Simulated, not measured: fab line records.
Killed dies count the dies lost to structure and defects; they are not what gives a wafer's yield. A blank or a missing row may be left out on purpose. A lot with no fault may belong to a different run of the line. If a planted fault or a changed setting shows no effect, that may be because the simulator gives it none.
Lot-split experiment + flow n5Finfet + 7 lots, 21 wafers read, on a route of 1938 steps

ABOUT THE SPLIT
At N5_BEOL_M15_COAT_56 (time 60 s, resist thk 550 nm), the setting spinRpm was moved away from the recipe's 1500 rpm on 8 of the 21 wafers read, by -10.8% to +11.1%. All remaining wafers had this setting at the recipe value.

The reading is taken at the split's own step.

THE READING
SOC_of_BEOL_M15_COAT_56.thkNm (the simulator's own value, which no gauge read), in nm, at N5_BEOL_M15_COAT_56 (time 60 s, resist thk 550 nm). No usual value for it is given in the file. The 13 wafers here that ran the recipe average 549.7 nm, standard deviation 1.6 nm.

| wafer  | tool, chamber at the split | spinRpm as run, rpm | against the recipe | SOC_of_BEOL_M15_COAT_56.thkNm, nm | against lot-mates on the recipe |
|--------|----------------------------|---------------------|--------------------|-----------------------------------|---------------------------------|
| L076.3 | lithoTrack-04, 0           | 1500                | recipe             | 551.4                             | -                               |
| L076.4 | lithoTrack-04, 0           | 1338                | -10.8%             | 582.4                             | +31.0                           |
| L076.5 | lithoTrack-04, 0           | 1338                | -10.8%             | 583.6                             | +32.2                           |
| L078.2 | lithoTrack-03, 0           | 1604                | +6.9%              | 531.4                             | -19.2                           |
| L078.3 | lithoTrack-03, 0           | 1500                | recipe             | 550.6                             | -                               |
| L078.4 | lithoTrack-03, 0           | 1604                | +6.9%              | 533                               | -17.6                           |
| L080.2 | lithoTrack-02, 0           | 1500                | recipe             | 549                               | -                               |
| L080.3 | lithoTrack-02, 0           | 1500                | recipe             | 551.2                             | -                               |
| L080.4 | lithoTrack-02, 0           | 1500                | recipe             | 551                               | -                               |
| L084.1 | lithoTrack-03, 0           | 1500                | recipe             | 550.4                             | -                               |
| L084.2 | lithoTrack-03, 0           | 1500                | recipe             | 551.4                             | -                               |
| L084.3 | lithoTrack-03, 0           | 1500                | recipe             | 551                               | -                               |
| L083.2 | lithoTrack-02, 0           | 1378                | -8.1%              | 573.6                             | +24.0                           |
| L083.3 | lithoTrack-02, 0           | 1378                | -8.1%              | 574                               | +24.4                           |
| L083.6 | lithoTrack-02, 0           | 1500                | recipe             | 549.6                             | -                               |
| L087.1 | lithoTrack-02, 0           | 1666                | +11.1%             | 521.8                             | -27.8                           |
| L087.2 | lithoTrack-02, 0           | 1500                | recipe             | 549.6                             | -                               |
| L087.4 | lithoTrack-02, 0           | 1666                | +11.1%             | 520.8                             | -28.8                           |
| L090.1 | lithoTrack-02, 0           | 1500                | recipe             | 546.6                             | -                               |
| L090.2 | lithoTrack-02, 0           | 1500                | recipe             | 547.4                             | -                               |
| L090.3 | lithoTrack-02, 0           | 1500                | recipe             | 547.4                             | -                               |

FIT RESULTS
A straight line over all 21 wafers: SOC_of_BEOL_M15_COAT_56.thkNm changes by -2.8 nm for each +1% of spinRpm; r = -0.99; the points scatter about the line by 1.8 nm.
The same after taking each lot's own level away (the mean of its wafers on the recipe; 21 wafers): -2.77 nm for each +1%; r = -1.00; scatter 1.1 nm.
Per that fit: largest spinRpm move, reading shift of 31 nm.
The span of the lots' own levels, 547.13 to 551.40 nm, comes to 2.7 times the standard deviation stated above.
So the lot-to-lot level changes the slope little: the two slopes agree.
Check: with one of the wafers moved furthest among these (+11.1%) left out of the fit, the line predicts -30.7 nm for it against its lot-mates. Against them it came out at -27.8 nm.

OTHER SPLITS ON THESE WAFERS
Before the reading, these wafers also passed through other splits. Each is held against what the fit with the lots' levels taken away leaves over:
| other split on the same wafers | wafers away from the commonest value | r with SOC_of_BEOL_M15_COAT_56.thkNm (lot level and that fit taken away) |
|--------------------------------|--------------------------------------|--------------------------------------------------------------------------|
| N5_BEOL_M8_COAT_22 spinRpm     | 5                                    | -0.05                                                                    |
| N5_BEOL_M9_COAT_05 spinRpm     | 10                                   | -0.22                                                                    |
| N5_BEOL_M10_COAT_63 spinRpm    | 4                                    | +0.34                                                                    |
| N5_BEOL_M10_COAT_22 spinRpm    | 8                                    | -0.12                                                                    |
| N5_BEOL_M11_ETCH_41 timeS      | 6                                    | +0.10                                                                    |
| N5_BEOL_M12_ETCH_38 timeS      | 8                                    | +0.08                                                                    |
| N5_BEOL_M12_SPUTTER_44 timeS   | 6                                    | -0.09                                                                    |
| N5_BEOL_M13_SPUTTER_43 powerW  | 8                                    | +0.13                                                                    |

THE FILE'S OWN FIT
SOC_of_BEOL_M15_COAT_56.thkNm changes by -2.77 nm for each +1% of spinRpm, r = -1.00.
